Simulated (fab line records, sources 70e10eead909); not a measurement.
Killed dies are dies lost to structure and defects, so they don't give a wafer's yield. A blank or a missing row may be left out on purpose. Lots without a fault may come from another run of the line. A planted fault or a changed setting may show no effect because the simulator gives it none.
Which tool did it? | flow nand_harc | 12 lots, 36 wafers sampled, at 5 steps of a route of 1302

WHAT THE GAUGES READ, wafer by wafer
NHARC_A_M1_INSPECT_11. Usual: raw_defect_count 86, standard deviation 37.
lot  | measured     | on                | raw_defect_count | flag
L158 | day 22 20:17 | defect_inspect-02 | 23 15 14         |
L159 | day 22 23:47 | defect_inspect-02 | 54 55 60         |
L160 | day 23 09:54 | defect_inspect-01 | 160 161 155      |
L161 | day 24 14:34 | defect_inspect-01 | 53 55 60         |
L163 | day 24 16:44 | defect_inspect-01 | 69 56 66         |
L162 | day 24 21:20 | defect_inspect-01 | 140 142 156      |
L164 | day 25 10:11 | defect_inspect-01 | 33 35 25         |
L173 | day 28 13:52 | defect_inspect-01 | 114 139 153      |
L177 | day 30 05:49 | defect_inspect-02 | 109 126 104      |
L176 | day 30 09:04 | defect_inspect-02 | 80 75 53         |
L178 | day 30 22:17 | defect_inspect-02 | 62 75 62         |
L180 | day 32 00:34 | defect_inspect-02 | 102 100 110      |

NHARC_END_SORT_01. Usual: defect_limited_yield 91.5 %, standard deviation 2.9; killed_at_array 53, standard deviation 20; killed_at_other 1, standard deviation 1.2; killed_at_periphery 3.7, standard deviation 2.6; killed_dies 58, standard deviation 20; killed_open 3.5, standard deviation 1.8; killed_short 2.4, standard deviation 1.7; sort_bin_2_pct 3.1 %, standard deviation 1.3; sort_bin_3_pct 0.6 %, standard deviation 0.4; sort_bin_4_pct 4.9 %, standard deviation 1.7; sort_n_pass 619, standard deviation 20; sort_rim_yield_pct 92 %, standard deviation 4; sort_yield_pct 91.5 %, standard deviation 2.9.
lot  | measured     | on        | defect_limited_yield (%) | killed_at_array | killed_at_other | killed_at_periphery | killed_dies | killed_open | killed_short | sort_bin_2_pct (%) | sort_bin_3_pct (%) | sort_bin_4_pct (%) | sort_n_pass | sort_rim_yield_pct (%) | sort_yield_pct (%) | flag
L158 | day 24 04:37 | prober-02 | 95.7 96.2 97.0           | 24 18 15        | 0 1 0           | 5 7 5               | 29 26 20    | 5 2 3       | 3 3 3        | 1.8 1.2 1.0        | 0 0.1 0.3          | 2.5 2.5 1.6        | 648 651 657 | 94 92 97               | 95.7 96.2 97.0     |
L159 | day 24 12:27 | prober-01 | 94.2 92.2 92.0           | 39 47 52        | 0 0 0           | 0 6 2               | 39 53 54    | 1 5 4       | 1 4 6        | 1.9 1.6 3.1        | 0.4 0.1 0.3        | 3.4 6.1 4.6        | 638 624 623 | 95 92 89               | 94.2 92.2 92.0     |
L160 | day 24 22:47 | prober-02 | 88.0 86.7 88.3           | 81 87 77        | 0 2 1           | 0 1 1               | 81 90 79    | 2 2 6       | 1 2 0        | 5.3 5.5 5.3        | 0.6 1.0 1.3        | 6.1 6.8 5.0        | 596 587 598 | 95 95 92               | 88.0 86.7 88.3     |
L161 | day 26 02:22 | prober-01 | 96.0 94.8 94.2           | 25 34 35        | 0 0 1           | 2 1 3               | 27 35 39    | 0 3 3       | 1 2 3        | 1.3 1.9 1.8        | 0 0.3 0.6          | 2.7 3.0 3.4        | 650 642 638 | 92 88 89               | 96.0 94.8 94.2     |
L163 | day 26 02:25 | prober-02 | 91.3 92.2 91.7           | 53 46 49        | 3 2 3           | 3 5 4               | 59 53 56    | 1 2 6       | 3 6 1        | 3.5 2.2 2.2        | 0.9 0.7 0.7        | 4.3 4.9 5.3        | 618 624 621 | 95 96 95               | 91.3 92.2 91.7     |
L162 | day 26 11:01 | prober-01 | 83.6 87.1 86.3           | 103 81 86       | 2 1 3           | 6 5 4               | 111 87 93   | 3 2 7       | 2 2 1        | 5.2 5.6 4.6        | 1.3 0.6 1.9        | 9.9 6.6 7.2        | 566 590 584 | 95 88 91               | 83.6 87.1 86.3     |
L164 | day 26 22:41 | prober-02 | 94.7 95.9 95.4           | 32 26 25        | 3 0 1           | 1 2 5               | 36 28 31    | 6 3 3       | 1 3 2        | 1.9 1.5 1.2        | 0 0 0.1            | 3.4 2.7 3.2        | 641 649 646 | 97 93 92               | 94.7 95.9 95.4     |
L173 | day 30 01:25 | prober-02 | 87.9 89.8 86.6           | 75 63 85        | 3 3 1           | 4 3 5               | 82 69 91    | 6 7 4       | 3 6 3        | 4.4 3.5 3.5        | 0.6 0.7 0.9        | 7.1 5.9 9.0        | 595 608 586 | 89 89 93               | 87.9 89.8 86.6     |
L177 | day 31 17:59 | prober-02 | 96.0 91.1 95.9           | 27 57 26        | 0 1 1           | 0 2 1               | 27 60 28    | 4 5 4       | 0 3 3        | 1.8 4.0 2.1        | 0.4 0.9 0.4        | 1.8 4.0 1.6        | 650 617 649 | 92 90 92               | 96.0 91.1 95.9     |
L176 | day 31 19:31 | prober-01 | 91.0 93.4 93.2           | 55 43 44        | 2 0 0           | 4 2 2               | 61 45 46    | 2 4 3       | 2 0 0        | 3.5 3.2 2.4        | 0.4 0.1 0.1        | 5.0 3.2 4.3        | 616 632 631 | 96 97 97               | 91.0 93.4 93.2     |
L178 | day 32 20:22 | prober-01 | 92.3 90.1 92.2           | 52 66 52        | 0 1 0           | 0 0 1               | 52 67 53    | 4 5 1       | 3 2 3        | 2.4 3.5 2.4        | 0.9 0.6 0.7        | 4.4 5.8 4.7        | 625 610 624 | 97 94 99               | 92.3 90.1 92.2     |
L180 | day 34 00:17 | prober-02 | 94.7 94.4 89.7           | 33 36 68        | 0 0 1           | 3 2 1               | 36 38 70    | 1 3 4       | 1 3 4        | 1.6 1.9 3.1        | 0.4 0.1 1.0        | 3.2 3.5 6.2        | 641 639 607 | 85 90 84               | 94.7 94.4 89.7     |

WHICH TOOL RAN EACH LOT (tool, then ch and the chambers of the sampled wafers, then the start)
lot  | NHARC_A_M0_CMP_23             | NHARC_A_M1_ETCH_35                 | NHARC_A_M1_PRE_CLEAN_30
L158 | cmp-04 ch 0,1,2, day 22 18:19 | rie_diel-05 ch 0,3, day 22 20:26   | pvd_sputter-01, day 24 04:37 or earlier
L159 | cmp-01 ch 0,1, day 22 21:52   | rie_diel-05 ch 0,2,3, day 22 23:56 | pvd_sputter-01, day 24 12:27 or earlier
L160 | cmp-01 ch 0,1, day 23 07:56   | rie_diel-05 ch 0,2,3, day 23 10:15 | pvd_sputter-01, day 24 22:47 or earlier
L161 | cmp-03 ch 0,1,2, day 24 12:32 | rie_diel-05 ch 1,2,3, day 24 14:43 | pvd_sputter-01, day 26 02:22 or earlier
L163 | cmp-03 ch 1,2, day 24 14:44   | rie_diel-05 ch 1,2,3, day 24 16:54 | pvd_sputter-03, day 26 02:25 or earlier
L162 | cmp-04 ch 0,2,3, day 24 19:29 | rie_diel-04 ch 0,1,3, day 24 21:29 | pvd_sputter-01, day 26 11:01 or earlier
L164 | cmp-01 ch 0,2,3, day 25 08:13 | rie_diel-04 ch 0,1, day 25 10:19   | pvd_sputter-01, day 26 22:41 or earlier
L173 | cmp-03 ch 0,1,2, day 28 11:19 | rie_diel-05 ch 1,2,3, day 28 14:01 | pvd_sputter-03, day 30 01:25 or earlier
L177 | cmp-01 ch 1,2,3, day 30 03:53 | rie_diel-01 ch 1,2, day 30 05:58   | pvd_sputter-03, day 31 17:59 or earlier
L176 | cmp-04 ch 0,2,3, day 30 07:12 | rie_diel-04 ch 1,2,3, day 30 09:14 | pvd_sputter-01, day 31 19:31 or earlier
L178 | cmp-01 ch 0,2,3, day 30 20:16 | rie_diel-04 ch 0,1, day 30 22:26   | pvd_sputter-01, day 32 20:22 or earlier
L180 | cmp-03 ch 2,3, day 31 22:34   | rie_diel-01 ch 1,2,3, day 32 00:43 | pvd_sputter-03, day 34 00:17 or earlier
- NHARC_A_M0_CMP_23: polishes, t overpolish 20 s, target thk 113.75 nm.
- NHARC_A_M1_ETCH_35: etches the open film in N2/H2, target depth 40 nm, overetch 12 nm, time 43.94 s.
- NHARC_A_M1_PRE_CLEAN_30: time 30 s.

WHAT THE TOOLS THEMSELVES READ (means of the sampled wafers that have a number; where no wafer has one, the mark that the record gives instead)
NHARC_A_M0_CMP_23. Usual: motor_current_A 11.6 A, standard deviation 0.96; time_to_endpoint_s 29.3 s, standard deviation 2.6.
lot  | tool   | motor_current_A (A) | time_to_endpoint_s (s) | flag
L158 | cmp-04 | 10.8                | 32.3                   |
L159 | cmp-01 | 11.8                | 27.2                   |
L160 | cmp-01 | 11.4                | 27.7                   |
L161 | cmp-03 | 11.5                | 27.1                   |
L163 | cmp-03 | 10.9                | 25.0                   |
L162 | cmp-04 | 11.4                | 31.8                   |
L164 | cmp-01 | 12.0                | 30.6                   |
L173 | cmp-03 | 11.6                | 27.2                   |
L177 | cmp-01 | 11.4                | 31.5                   |
L176 | cmp-04 | 11.7                | 30.6                   |
L178 | cmp-01 | 11.3                | 26.3                   |
L180 | cmp-03 | 12.0                | 28.0                   |

NHARC_A_M1_ETCH_35. Usual: drypump_motor_current_A 5.7 A, standard deviation 0.47; oes_product_au 1.000 a.u., standard deviation 0.013; rf_vpp_V 432.7 V, standard deviation 1.5; showerhead_plenum_p_Torr 2.12 Torr, standard deviation 0.049; throttle_valve_pct 14.171 %, standard deviation 0.0091.
lot  | tool        | drypump_motor_current_A (A) | oes_product_au (a.u.) | rf_vpp_V (V) | showerhead_plenum_p_Torr (Torr) | throttle_valve_pct (%) | flag
L158 | rie_diel-05 | 6.0                         | 0.987                 | 433.2        | 2.14                            | 14.160                 |
L159 | rie_diel-05 | 5.7                         | 0.988                 | 432.9        | 2.14                            | 14.171                 |
L160 | rie_diel-05 | 5.7                         | 0.990                 | 432.4        | 2.14                            | 14.171                 |
L161 | rie_diel-05 | 5.5                         | 1.007                 | 432.0        | 2.11                            | 14.167                 |
L163 | rie_diel-05 | 5.5                         | 1.000                 | 431.6        | 2.11                            | 14.173                 |
L162 | rie_diel-04 | 5.9                         | 1.010                 | 433.7        | 2.14                            | 14.174                 |
L164 | rie_diel-04 | 6.0                         | 1.011                 | 433.8        | 2.15                            | 14.168                 |
L173 | rie_diel-05 | 5.6                         | 0.944                 | 432.6        | 2.11                            | 14.167                 | OFF
L177 | rie_diel-01 | 5.3                         | 1.003                 | 428.8        | 1.99                            | 14.177                 |
L176 | rie_diel-04 | 5.6                         | 0.992                 | 433.1        | 2.15                            | 14.172                 |
L178 | rie_diel-04 | 6.0                         | 1.011                 | 433.3        | 2.15                            | 14.177                 |
L180 | rie_diel-01 | 5.6                         | 1.005                 | 429.6        | 2.00                            | 14.173                 |

NHARC_A_M1_PRE_CLEAN_30. Usual: heater_power_w 409 W, standard deviation 42.
lot  | tool           | heater_power_w (W) | flag
L158 | pvd_sputter-01 | 403                |
L159 | pvd_sputter-01 | 382                |
L160 | pvd_sputter-01 | 405                |
L161 | pvd_sputter-01 | 411                |
L163 | pvd_sputter-03 | 462                |
L162 | pvd_sputter-01 | 429                |
L164 | pvd_sputter-01 | 379                |
L173 | pvd_sputter-03 | 434                |
L177 | pvd_sputter-03 | 399                |
L176 | pvd_sputter-01 | 415                |
L178 | pvd_sputter-01 | 380                |
L180 | pvd_sputter-03 | 419                |

THE ANSWER, worked out from the rows above alone
Rule: a lot is off if the mean of its wafers that have a number lies more than 3 standard deviations from the usual mean. A lot without any number at a reading at which 4 lots or more have one is off too. The other lots that the step has rows for count as sound. The gauges are gone through in route order, then the tools' own readings, and for those a lot's mean is taken as printed above. The first step at which some lot is off is used, and at that step the reading that is off furthest; a lot without a number counts as furthest.
Off: L173, at NHARC_A_M1_ETCH_35 (oes_product_au).
A tool fits if, at that step or a process step before it, it ran every lot that is off, and no sound lot after the first of them. One fits: rie_diel-05 at NHARC_A_M1_ETCH_35. Its last sound lot is L163 (day 24 16:54), its first lot that is off L173 (day 28 14:01): a fault that began between those two fits.
The tool's own readings at NHARC_A_M1_ETCH_35 bear it out: on the lots that are off they differ by more than 5 times the standard deviation of the sound lots' means. oes_product_au reads 0.944 a.u. there against 1.000 a.u. on the sound lots.

WHAT THE SIMULATOR HAD PUT IN
Process parameter drift: rie_diel-05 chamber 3, from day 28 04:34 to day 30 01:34, at NHARC_A_M1_ETCH_35. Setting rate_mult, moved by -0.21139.
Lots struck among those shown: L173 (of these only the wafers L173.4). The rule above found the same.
